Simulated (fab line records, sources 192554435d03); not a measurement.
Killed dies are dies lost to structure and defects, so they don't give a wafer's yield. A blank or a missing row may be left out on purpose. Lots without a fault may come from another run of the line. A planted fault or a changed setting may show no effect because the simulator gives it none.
Which tool did it? | flow n5_finfet | 23 lots, 69 wafers sampled, at 4 steps of a route of 1938

WHAT THE GAUGES READ, wafer by wafer
N5_BEOL_M5_INSPECT_13: inspects for defects (brightfield).
lot  | measured     | on                | raw_defect_count
L074 | day 8 02:03  | defect_inspect-02 | 428 258 378
L075 | day 8 04:26  | defect_inspect-02 | 355 427 411
L076 | day 8 14:15  | defect_inspect-02 | 336 381 459
L077 | day 8 18:33  | defect_inspect-02 | 505 357 411
L078 | day 9 03:57  | defect_inspect-01 | 461 469 439
L079 | day 9 04:47  | defect_inspect-01 | 451 507 566
L080 | day 9 11:26  | defect_inspect-01 | 301 469 278
L082 | day 9 14:00  | defect_inspect-01 | 451 402 561
L081 | day 9 15:53  | defect_inspect-01 | 516 603 558
L083 | day 9 19:26  | defect_inspect-02 | 522 361 360
L084 | day 10 14:08 | defect_inspect-01 | 385 345 534
L086 | day 11 04:46 | defect_inspect-02 | 423 335 305
L085 | day 11 04:52 | defect_inspect-01 | 345 342 274
L087 | day 11 07:55 | defect_inspect-01 | 372 389 390
L088 | day 11 09:23 | defect_inspect-01 | 359 343 441
L089 | day 11 12:19 | defect_inspect-02 | 383 499 311
L091 | day 12 03:15 | defect_inspect-02 | 364 301 274
L090 | day 12 04:06 | defect_inspect-02 | 378 359 390
L092 | day 12 06:25 | defect_inspect-02 | 241 457 304
L093 | day 12 20:23 | defect_inspect-01 | 450 392 531
L094 | day 13 02:30 | defect_inspect-01 | 437 623 432
L095 | day 13 04:52 | defect_inspect-01 | 375 398 478
L097 | day 13 11:54 | defect_inspect-01 | 413 450 385

WHICH TOOL RAN EACH LOT (tool, then ch and the chambers of the sampled wafers, then the start)
lot  | N5_BEOL_M4_STRIP_97                           | N5_BEOL_M4_SPUTTER_48        | N5_BEOL_M4_SPUTTER_90
L074 | rie_diel-05 ch 0,2,3, day 7 19:47 or earlier  | pvd_sputter-03, day 7 19:47  | pvd_sputter-03, day 7 20:53
L075 | rie_diel-05 ch 0,1, day 7 22:30 or earlier    | pvd_sputter-03, day 7 22:30  | pvd_sputter-03, day 7 23:36
L076 | rie_diel-06 ch 0,2,3, day 8 07:25 or earlier  | pvd_sputter-01, day 8 07:25  | pvd_sputter-01, day 8 08:31
L077 | rie_diel-04 ch 1,3, day 8 12:09 or earlier    | pvd_sputter-02, day 8 12:09  | pvd_sputter-02, day 8 13:15
L078 | rie_diel-06 ch 0,1,2, day 8 21:51 or earlier  | pvd_sputter-03, day 8 21:51  | pvd_sputter-03, day 8 22:57
L079 | rie_diel-04 ch 1,2, day 8 23:17 or earlier    | pvd_sputter-01, day 8 23:17  | pvd_sputter-01, day 9 00:23
L080 | rie_diel-04 ch 1,2,3, day 9 05:10 or earlier  | pvd_sputter-02, day 9 05:10  | pvd_sputter-02, day 9 06:16
L082 | rie_diel-04 ch 0,1,2, day 9 08:11 or earlier  | pvd_sputter-01, day 9 08:11  | pvd_sputter-01, day 9 09:17
L081 | rie_diel-04 ch 1,2,3, day 9 08:27 or earlier  | pvd_sputter-03, day 9 08:27  | pvd_sputter-03, day 9 09:33
L083 | rie_diel-06 ch 0,1,2, day 9 13:17 or earlier  | pvd_sputter-03, day 9 13:17  | pvd_sputter-03, day 9 14:23
L084 | rie_diel-05 ch 0,1,3, day 10 07:43 or earlier | pvd_sputter-03, day 10 07:43 | pvd_sputter-03, day 10 08:49
L086 | rie_diel-05 ch 1,2, day 10 22:56 or earlier   | pvd_sputter-01, day 10 22:56 | pvd_sputter-01, day 11 00:02
L085 | rie_diel-06 ch 0,3, day 10 23:07 or earlier   | pvd_sputter-02, day 10 23:07 | pvd_sputter-02, day 11 00:13
L087 | rie_diel-04 ch 0,2,3, day 11 02:07 or earlier | pvd_sputter-01, day 11 02:07 | pvd_sputter-01, day 11 03:13
L088 | rie_diel-06 ch 2,3, day 11 03:37 or earlier   | pvd_sputter-03, day 11 03:37 | pvd_sputter-03, day 11 04:43
L089 | rie_diel-06 ch 0,2,3, day 11 06:13 or earlier | pvd_sputter-02, day 11 06:13 | pvd_sputter-02, day 11 07:19
L091 | rie_diel-04 ch 0,1, day 11 20:54 or earlier   | pvd_sputter-03, day 11 20:54 | pvd_sputter-03, day 11 22:00
L090 | rie_diel-05 ch 2,3, day 11 22:35 or earlier   | pvd_sputter-02, day 11 22:35 | pvd_sputter-02, day 11 23:41
L092 | rie_diel-05 ch 0,1,3, day 12 00:48 or earlier | pvd_sputter-03, day 12 00:48 | pvd_sputter-03, day 12 01:54
L093 | rie_diel-04 ch 1,2,3, day 12 14:57 or earlier | pvd_sputter-02, day 12 14:57 | pvd_sputter-02, day 12 16:03
L094 | rie_diel-04 ch 1,2,3, day 12 19:52 or earlier | pvd_sputter-02, day 12 19:52 | pvd_sputter-02, day 12 20:58
L095 | rie_diel-04 ch 1,2, day 12 23:25 or earlier   | pvd_sputter-02, day 12 23:25 | pvd_sputter-02, day 13 00:31
L097 | rie_diel-04 ch 1,2,3, day 13 05:53 or earlier | pvd_sputter-03, day 13 05:53 | pvd_sputter-03, day 13 06:59
- N5_BEOL_M4_STRIP_97: strips in N2/H2, time 10 s.
- N5_BEOL_M4_SPUTTER_48: material Cu, target thk 4.5 nm, time 8.29 s.
- N5_BEOL_M4_SPUTTER_90: material Cu, target thk 4.5 nm, time 8.29 s.

WHAT THE TOOLS THEMSELVES READ (means of the sampled wafers that have a number; where no wafer has one, the mark that the record gives instead)
N5_BEOL_M4_STRIP_97.
lot  | tool        | drypump_motor_current_A (A) | oes_product_au (a.u.) | rf_vpp_V (V) | showerhead_plenum_p_Torr (Torr) | throttle_valve_pct (%)
L074 | rie_diel-05 | 5.9                         | 0.78                  | 59.2         | 2.58                            | 23.68
L075 | rie_diel-05 | 5.4                         | 0.86                  | 58.6         | 2.54                            | 23.58
L076 | rie_diel-06 | 5.0                         | 0.83                  | 58.9         | 2.56                            | 23.71
L077 | rie_diel-04 | 5.3                         | 0.76                  | 58.8         | 2.51                            | 23.68
L078 | rie_diel-06 | 5.2                         | 0.74                  | 58.1         | 2.49                            | 23.78
L079 | rie_diel-04 | 6.0                         | 0.79                  | 59.0         | 2.44                            | 23.66
L080 | rie_diel-04 | 5.8                         | 0.79                  | 58.8         | 2.48                            | 23.69
L082 | rie_diel-04 | 6.0                         | 0.75                  | 59.0         | 2.51                            | 23.79
L081 | rie_diel-04 | 5.8                         | 0.79                  | 58.7         | 2.48                            | 23.71
L083 | rie_diel-06 | 5.2                         | 0.74                  | 59.2         | 2.49                            | 23.79
L084 | rie_diel-05 | 5.8                         | 0.76                  | 59.0         | 2.50                            | 23.68
L086 | rie_diel-05 | 5.2                         | 0.85                  | 59.8         | 2.55                            | 23.56
L085 | rie_diel-06 | 4.9                         | 0.86                  | 58.6         | 2.61                            | 23.74
L087 | rie_diel-04 | 5.7                         | 0.74                  | 58.8         | 2.54                            | 23.84
L088 | rie_diel-06 | 5.0                         | 0.86                  | 58.9         | 2.65                            | 23.96
L089 | rie_diel-06 | 5.0                         | 0.80                  | 60.1         | 2.55                            | 23.73
L091 | rie_diel-04 | 5.8                         | 0.71                  | 59.2         | 2.48                            | 23.77
L090 | rie_diel-05 | 6.1                         | 0.93                  | 59.7         | 2.70                            | 23.47
L092 | rie_diel-05 | 5.8                         | 0.85                  | 59.2         | 2.60                            | 23.59
L093 | rie_diel-04 | 5.8                         | 0.76                  | 59.1         | 2.47                            | 23.73
L094 | rie_diel-04 | 5.7                         | 0.76                  | 58.4         | 2.47                            | 23.73
L095 | rie_diel-04 | 6.1                         | 0.78                  | 59.6         | 2.45                            | 23.75
L097 | rie_diel-04 | 5.7                         | 0.76                  | 59.2         | 2.47                            | 23.73

N5_BEOL_M4_SPUTTER_48.
lot  | tool           | substrate_temp_c (C) | throttle_valve_pct (%)
L074 | pvd_sputter-03 | -19.96               | 30.7
L075 | pvd_sputter-03 | -20.06               | 30.8
L076 | pvd_sputter-01 | -20.03               | 29.7
L077 | pvd_sputter-02 | -19.98               | 30.9
L078 | pvd_sputter-03 | -19.98               | 29.0
L079 | pvd_sputter-01 | -20.07               | 29.2
L080 | pvd_sputter-02 | -19.98               | 30.0
L082 | pvd_sputter-01 | -19.94               | 29.1
L081 | pvd_sputter-03 | -19.97               | 29.9
L083 | pvd_sputter-03 | -20.05               | 29.9
L084 | pvd_sputter-03 | -19.95               | 30.0
L086 | pvd_sputter-01 | -20.00               | 29.2
L085 | pvd_sputter-02 | -20.02               | 30.5
L087 | pvd_sputter-01 | -20.04               | 28.8
L088 | pvd_sputter-03 | -19.95               | 29.8
L089 | pvd_sputter-02 | -19.93               | 30.0
L091 | pvd_sputter-03 | -19.95               | 30.1
L090 | pvd_sputter-02 | -19.94               | 30.4
L092 | pvd_sputter-03 | -20.02               | 29.9
L093 | pvd_sputter-02 | -20.00               | 30.2
L094 | pvd_sputter-02 | -19.93               | 30.2
L095 | pvd_sputter-02 | -19.90               | 29.8
L097 | pvd_sputter-03 | -19.89               | 29.6

N5_BEOL_M4_SPUTTER_90.
lot  | tool           | substrate_temp_c (C) | throttle_valve_pct (%)
L074 | pvd_sputter-03 | -20.01               | 30.6
L075 | pvd_sputter-03 | -20.10               | 30.6
L076 | pvd_sputter-01 | -20.13               | 29.7
L077 | pvd_sputter-02 | -20.04               | 30.8
L078 | pvd_sputter-03 | -20.00               | 29.1
L079 | pvd_sputter-01 | -20.00               | 29.1
L080 | pvd_sputter-02 | -19.90               | 30.2
L082 | pvd_sputter-01 | -20.09               | 29.1
L081 | pvd_sputter-03 | -19.96               | 29.8
L083 | pvd_sputter-03 | -19.93               | 30.0
L084 | pvd_sputter-03 | -19.92               | 29.9
L086 | pvd_sputter-01 | -20.01               | 29.1
L085 | pvd_sputter-02 | -20.02               | 30.7
L087 | pvd_sputter-01 | -20.04               | 28.7
L088 | pvd_sputter-03 | -20.03               | 29.9
L089 | pvd_sputter-02 | -20.05               | 30.1
L091 | pvd_sputter-03 | -19.95               | 30.1
L090 | pvd_sputter-02 | -20.14               | 30.3
L092 | pvd_sputter-03 | -20.00               | 29.9
L093 | pvd_sputter-02 | -20.03               | 30.4
L094 | pvd_sputter-02 | -20.05               | 30.2
L095 | pvd_sputter-02 | -20.00               | 30.0
L097 | pvd_sputter-03 | -20.08               | 29.8

THE ANSWER, worked out from the rows above alone
Rule: what is usual is taken from the lots themselves. Put in order of their means at a reading, lots are off if they are a third of the lots or fewer, leave a main group of 4 or more, and stand apart from it by a gap of 3 or more times the standard deviation of the main group's means; of several such gaps the widest counts. A main group whose means are all the same, to the digits that the tables above print for the reading, isn't used. A lot without any number at a reading at which 4 lots or more have one is off too. The other lots that the step has rows for count as sound. The gauges are gone through in route order, then the tools' own readings, and for those a lot's mean is taken as printed above. The first step at which some lot is off is used, and at that step the reading that is off furthest; a lot without a number counts as furthest.
No lot is off at any reading shown: from this, nothing can be told.

WHAT THE SIMULATOR HAD PUT IN
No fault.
